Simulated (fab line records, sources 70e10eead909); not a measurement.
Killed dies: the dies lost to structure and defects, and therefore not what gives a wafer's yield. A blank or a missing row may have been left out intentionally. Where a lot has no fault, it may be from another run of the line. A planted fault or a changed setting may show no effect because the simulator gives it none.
Which tool is to blame?	flow nand-harc	12 lots with 36 wafers sampled at 5 steps, on a route of 1159 steps

## WHAT EACH GAUGE READ, for each wafer
NHARC_END_SORT_01. Usual: defect-limited-yield 95.3 %, standard deviation 1.7; killed-at-array 28, standard deviation 11; killed-at-other 0.5, standard deviation 0.85; killed-at-periphery 2.7, standard deviation 1.9; killed-dies 32, standard deviation 12; killed-open 3.3, standard deviation 1.6; killed-short 2.1, standard deviation 1.5; sort_bin_2_pct 1.5 %, standard deviation 0.71; sort_bin_3_pct 0.25 %, standard deviation 0.23; sort_bin_4_pct 3.0 %, standard deviation 1.1; sort-n-pass 645, standard deviation 12; sort-rim-yield-pct 95 %, standard deviation 3.1; sort-yield-pct 95.3 %, standard deviation 1.7.
lot	measured	on	defect-limited-yield (%)	killed-at-array	killed-at-other	killed-at-periphery	killed-dies	killed-open	killed-short	sort_bin_2_pct (%)	sort_bin_3_pct (%)	sort_bin_4_pct (%)	sort-n-pass	sort-rim-yield-pct (%)	sort-yield-pct (%)	flag
L652	day 21 00:32	prober-01	97.2 96.2 96.6	15 24 20	0 0 0	4 2 3	19 26 23	6 3 1	1 2 2	0.6 1.2 0.6	0 0.15 0.15	2.2 2.5 2.7	658 651 654	95 93 96	97.2 96.2 96.6	
L659	day 22 09:43	prober-01	96.2 97.0 97.0	22 18 16	3 1 3	1 1 1	26 20 20	7 4 2	1 1 0	1.5 0.4 0.6	0 0.44 0	2.4 2.1 2.4	651 657 657	98 99 99	96.2 97.0 97.0	
L664	day 24 04:15	prober-01	96.9 97.8 96.9	16 14 18	3 0 0	2 1 3	21 15 21	2 3 5	3 1 3	0.4 0.4 1.0	0 0 0.15	2.7 1.8 1.9	656 662 656	98 100 98	96.9 97.8 96.9	
L669	day 24 12:01	prober-01	93.4 91.9 93.8	43 53 40	0 0 0	2 2 2	45 55 42	4 5 3	3 3 0	2.7 1.9 1.3	0.44 0.30 0.74	3.5 5.9 4.1	632 622 635	89 90 93	93.4 91.9 93.8	
L671	day 25 03:29	prober-01	92.6 92.3 93.9	46 51 41	0 1 0	4 0 0	50 52 41	4 0 0	2 1 1	3.2 1.6 2.1	0.15 0.30 0.30	4.0 5.8 3.7	627 625 636	95 99 93	92.6 92.3 93.9	

## TOOL THAT RAN EACH LOT (tool first, then ch and the chambers of the sampled wafers, then the start)
lot	NHARC_P_M1_PRE_CLEAN_30	NHARC_P_M1_PVD_21	NHARC_P_M2_SOFTBAKE_04	NHARC_P_M2_ETCH_35
L649	pvd-sputter-01, day 6 06:00 or earlier	pvd-sputter-01, day 6 06:00 or earlier	litho-track-01 ch 0, day 6 06:00	rie-diel-03 ch 1,2, day 6 06:45
L652	pvd-sputter-03, day 7 08:00 or earlier	pvd-sputter-03, day 7 08:00 or earlier	litho-track-01 ch 0, day 7 08:00	rie-diel-13 ch 0,1,2, day 7 09:11
L654	pvd-sputter-03, day 7 13:00 or earlier	pvd-sputter-03, day 7 13:00 or earlier	litho-track-04 ch 0, day 7 13:00	rie-diel-13 ch 0,1,3, day 7 14:32
L655	pvd-sputter-03, day 7 14:00 or earlier	pvd-sputter-03, day 7 14:00 or earlier	litho-track-06 ch 0, day 7 14:00	rie-diel-09 ch 0,1,3, day 7 15:12
L657	pvd-sputter-03, day 8 03:00 or earlier	pvd-sputter-03, day 8 03:00 or earlier	litho-track-04 ch 0, day 8 03:00	rie-diel-13 ch 1,2,3, day 8 04:40
L659	pvd-sputter-01, day 8 09:00 or earlier	pvd-sputter-01, day 8 09:00 or earlier	litho-track-01 ch 0, day 8 09:00	rie-diel-09 ch 1,3, day 8 10:14
L658	pvd-sputter-02, day 8 09:00 or earlier	pvd-sputter-02, day 8 09:00 or earlier	litho-track-04 ch 0, day 8 09:00	rie-diel-13 ch 1,2, day 8 10:32
L663	pvd-sputter-01, day 9 12:00 or earlier	pvd-sputter-01, day 9 12:00 or earlier	litho-track-06 ch 0, day 9 12:00	rie-diel-13 ch 0,1, day 9 13:17
L660	pvd-sputter-03, day 9 14:00 or earlier	pvd-sputter-03, day 9 14:00 or earlier	litho-track-01 ch 0, day 9 14:00	rie-diel-13 ch 0,1,3, day 9 14:50
L664	pvd-sputter-03, day 10 07:00 or earlier	pvd-sputter-03, day 10 07:00 or earlier	litho-track-06 ch 0, day 10 07:00	rie-diel-13 ch 0,1,3, day 10 07:47
L669	pvd-sputter-02, day 11 03:00 or earlier	pvd-sputter-02, day 11 03:00 or earlier	litho-track-06 ch 0, day 11 03:00	rie-diel-13 ch 0,2,3, day 11 04:04
L671	pvd-sputter-02, day 11 16:00 or earlier	pvd-sputter-02, day 11 16:00 or earlier	litho-track-06 ch 0, day 11 16:00	rie-diel-13 ch 1,2,3, day 11 17:40
- NHARC_P_M1_PRE_CLEAN_30: time 30 s.
- NHARC_P_M1_PVD_21: deposits Cu, target thk 30 nm, time 20.49 s.
- NHARC_P_M2_SOFTBAKE_04: time 55 s.
- NHARC_P_M2_ETCH_35: etches the open film in N2/H2, target depth 40 nm, overetch 12 nm, time 43.94 s.

## AS READ BY THE TOOLS THEMSELVES (means over the sampled wafers that have a number; for cases with no such wafer, the mark the record gives instead)
NHARC_P_M1_PRE_CLEAN_30. Usual: heater-power-w at 402 W, with a standard deviation of 44.
lot	tool	heater-power-w (W)	flag
L649	pvd-sputter-01	418	
L652	pvd-sputter-03	388	
L654	pvd-sputter-03	390	
L655	pvd-sputter-03	356	
L657	pvd-sputter-03	397	
L659	pvd-sputter-01	461	
L658	pvd-sputter-02	379	
L663	pvd-sputter-01	428	
L660	pvd-sputter-03	398	
L664	pvd-sputter-03	396	
L669	pvd-sputter-02	379	
L671	pvd-sputter-02	402	

NHARC_P_M1_PVD_21. Usual: substrate-temp-c 30.00 C, standard deviation 0.099; throttle-valve-pct 30.0 %, standard deviation 0.81.
lot	tool	substrate-temp-c (C)	throttle-valve-pct (%)	flag
L649	pvd-sputter-01	30.01	30.0	
L652	pvd-sputter-03	30.05	30.0	
L654	pvd-sputter-03	29.94	29.4	
L655	pvd-sputter-03	30.00	30.5	
L657	pvd-sputter-03	29.83	30.0	
L659	pvd-sputter-01	29.98	29.9	
L658	pvd-sputter-02	29.98	29.6	
L663	pvd-sputter-01	29.93	29.9	
L660	pvd-sputter-03	30.03	30.1	
L664	pvd-sputter-03	30.03	30.4	
L669	pvd-sputter-02	30.00	29.8	
L671	pvd-sputter-02	30.10	29.8	

NHARC_P_M2_SOFTBAKE_04. Usual: heater-power-total-W at 188.44 W, with a standard deviation of 0.13.
lot	tool	heater-power-total-W (W)	flag
L649	litho-track-01	188.53	
L652	litho-track-01	188.44	
L654	litho-track-04	188.62	
L655	litho-track-06	188.52	
L657	litho-track-04	188.46	
L659	litho-track-01	188.50	
L658	litho-track-04	188.37	
L663	litho-track-06	188.38	
L660	litho-track-01	188.50	
L664	litho-track-06	188.49	
L669	litho-track-06	278.16	OFF
L671	litho-track-06	233.20	OFF

NHARC_P_M2_ETCH_35. Usual: drypump-motor-current-A 5.66 A, standard deviation 0.28; oes-product-au 1.001 a.u., standard deviation 0.0097; rf-vpp-V 429.6 V, standard deviation 2; showerhead-plenum-p-Torr 2.01 Torr, standard deviation 0.068; throttle-valve-pct 14.171 %, standard deviation 0.0096.
lot	tool	drypump-motor-current-A (A)	oes-product-au (a.u.)	rf-vpp-V (V)	showerhead-plenum-p-Torr (Torr)	throttle-valve-pct (%)	flag
L649	rie-diel-03	5.72	1.002	432.5	2.10	14.175	
L652	rie-diel-13	5.48	1.015	429.4	2.00	14.175	
L654	rie-diel-13	5.51	1.005	430.6	2.03	14.170	
L655	rie-diel-09	5.77	0.993	428.4	1.98	14.174	
L657	rie-diel-13	5.54	0.998	430.0	2.01	14.171	
L659	rie-diel-09	5.70	1.001	428.4	1.98	14.169	
L658	rie-diel-13	5.49	1.014	428.5	1.99	14.188	
L663	rie-diel-13	5.46	1.015	429.9	2.02	14.175	
L660	rie-diel-13	5.52	1.004	429.7	2.03	14.172	
L664	rie-diel-13	5.50	1.004	430.3	2.03	14.171	
L669	rie-diel-13	5.70	1.002	430.8	2.05	14.168	
L671	rie-diel-13	5.53	0.997	429.8	2.01	14.171	

## THE ANSWER, worked out from the rows above alone
Rule: a lot counts as off when the mean over its wafers that have a number is more than 3 standard deviations away from the usual mean. A lot without any number at a reading at which 4 lots or more have one is off too. All remaining lots with rows at the step are treated as sound. First the gauges in route order, then the tools' own readings, where a lot's mean is used as printed above. The first step at which some lot is off is used, and at that step the reading that is off furthest; a lot without a number counts as furthest.
Off: L669, L671, at NHARC_P_M2_SOFTBAKE_04 (heater-power-total-W).
A tool fits if, at that step or a process step before it, it ran every lot that is off, and no sound lot after the first of them. NHARC_P_M1_PRE_CLEAN_30 gives no start for some lots, so the hours and the order of its lots are those of NHARC_P_M2_SOFTBAKE_04. NHARC_P_M1_PVD_21 gives no start for some lots, so the hours and the order of its lots are those of NHARC_P_M2_SOFTBAKE_04. This does not decide it: 2 tools fit, namely pvd-sputter-02 at NHARC_P_M1_PRE_CLEAN_30 and NHARC_P_M1_PVD_21 and litho-track-06 at NHARC_P_M2_SOFTBAKE_04.

## WHAT THE SIMULATOR HAD INSERTED
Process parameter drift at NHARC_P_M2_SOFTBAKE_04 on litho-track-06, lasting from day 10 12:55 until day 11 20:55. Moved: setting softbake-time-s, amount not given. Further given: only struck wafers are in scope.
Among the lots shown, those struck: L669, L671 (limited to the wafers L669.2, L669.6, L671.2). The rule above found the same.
